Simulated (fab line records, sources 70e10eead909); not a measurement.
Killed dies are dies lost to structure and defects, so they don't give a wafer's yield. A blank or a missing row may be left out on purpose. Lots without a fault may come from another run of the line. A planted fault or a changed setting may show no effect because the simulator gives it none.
Chamber matching | flow nand_harc | NHARC_A_SLIT_DEP_25 on pecvd-02: 3 sister chambers
The step deposits SiO2, target thk 200 nm. 3 wafers are shown with their chamber, then 7 later ones without.

WAFERS WITH THEIR CHAMBER
wafer  | chamber | throttle_valve_pct (%)
L281.6 | 0       | 16.6
L284.1 | 1       | 15.9
L284.3 | 2       | 15.1

WAFERS WITHOUT THEIR CHAMBER
wafer  | throttle_valve_pct (%)
L284.5 | 16.8
L286.1 | 15.9
L286.2 | 14.9
L286.3 | 16.6
L287.2 | 16.1
L287.3 | 16.6
L287.5 | 16.6

WHICH CHAMBER EACH WENT THROUGH
wafer  | from the rows above | in truth
L284.5 | 0                   | 0
L286.1 | 1                   | 1
L286.2 | 2                   | 2
L286.3 | 0                   | 0
L287.2 | 1                   | 1
L287.3 | 0                   | 0
L287.5 | 0                   | 0
Placed correctly: 7 of 7. Can't be placed from these rows: 0. Placed wrongly: 0.
How it was worked out, from the rows above alone: a wafer's distance from a chamber is the root of the sum, over the readings, of the square of ((its reading less the chamber's mean) divided by the reading's scatter). The wafer belongs to the nearest chamber; if the next one is less than 2 further off, it can't be placed. A chamber's mean is the mean of its shown wafers. The scatter: with one shown wafer a chamber, the root of the mean of the squares of how far each hidden wafer lies from its nearest shown one.
